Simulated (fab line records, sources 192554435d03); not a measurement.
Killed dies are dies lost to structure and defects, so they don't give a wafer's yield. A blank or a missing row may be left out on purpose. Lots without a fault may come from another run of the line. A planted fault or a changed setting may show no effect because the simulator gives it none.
Which tool did it? | flow n5_finfet | 24 lots, 72 wafers sampled, at 1 step of a route of 1938

WHAT THE GAUGES READ, wafer by wafer
N5_BEOL_M0_SAQP_OVL_MEAS_15.
lot  | measured     | on         | M0_CORE_OVL (nm)
L074 | day 5 15:41  | overlay-02 | 1.7 0.6 0.5
L075 | day 5 19:30  | overlay-01 | 0.5 -0.5 0.6
L076 | day 6 04:11  | overlay-02 | -0.6 -0.6 -0.4
L077 | day 6 07:14  | overlay-01 | 1.4 1.0 1.2
L078 | day 6 14:10  | overlay-02 | -0.6 0.4 -0.5
L079 | day 6 18:59  | overlay-02 | 0.3 0.4 0.0
L080 | day 7 04:32  | overlay-01 | 0.0 0.5 1.0
L081 | day 7 12:37  | overlay-01 | 0.3 -0.1 0.2
L082 | day 7 18:44  | overlay-01 | 0.8 0.5 0.4
L083 | day 7 22:33  | overlay-01 | -0.6 -0.7 -0.7
L084 | day 8 07:10  | overlay-01 | -1.5 -0.6 -1.0
L085 | day 8 15:40  | overlay-02 | -0.5 -0.5 -0.1
L086 | day 8 20:41  | overlay-02 | 0.6 0.5 -0.5
L087 | day 9 03:34  | overlay-01 | -0.3 -0.6 0.1
L088 | day 9 05:33  | overlay-01 | 0.6 -0.6 0.5
L089 | day 9 09:38  | overlay-01 | 0.1 2.0 0.6
L090 | day 9 11:53  | overlay-01 | 0.4 0.3 0.3
L092 | day 9 21:11  | overlay-01 | -0.3 0.2 0.7
L091 | day 10 00:35 | overlay-02 | 0.7 -0.7 -0.4
L093 | day 10 04:58 | overlay-02 | -0.8 -1.3 -1.1
L094 | day 10 12:22 | overlay-02 | 0.1 -0.4 -0.6
L095 | day 10 19:05 | overlay-02 | 0.4 -0.5 0.4
L096 | day 11 04:14 | overlay-01 | 0.0 0.8 -0.7
L097 | day 11 07:47 | overlay-02 | 0.3 0.8 0.3

WHICH TOOL RAN EACH LOT (tool, then ch and the chambers of the sampled wafers, then the start)
The record holds no process step before these readings.

WHAT THE TOOLS THEMSELVES READ (means of the sampled wafers that have a number; where no wafer has one, the mark that the record gives instead)
The record holds no such reading with a usual standard deviation.

THE ANSWER, worked out from the rows above alone
Rule: what is usual is taken from the lots themselves. Put in order of their means at a reading, lots are off if they are a third of the lots or fewer, leave a main group of 4 or more, and stand apart from it by a gap of 3 or more times the standard deviation of the main group's means; of several such gaps the widest counts. A main group whose means are all the same, to the digits that the tables above print for the reading, isn't used. A lot without any number at a reading at which 4 lots or more have one is off too. The other lots that the step has rows for count as sound. The gauges are gone through in route order, then the tools' own readings, and for those a lot's mean is taken as printed above. The first step at which some lot is off is used, and at that step the reading that is off furthest; a lot without a number counts as furthest.
No lot is off at any reading shown: from this, nothing can be told.

WHAT THE SIMULATOR HAD PUT IN
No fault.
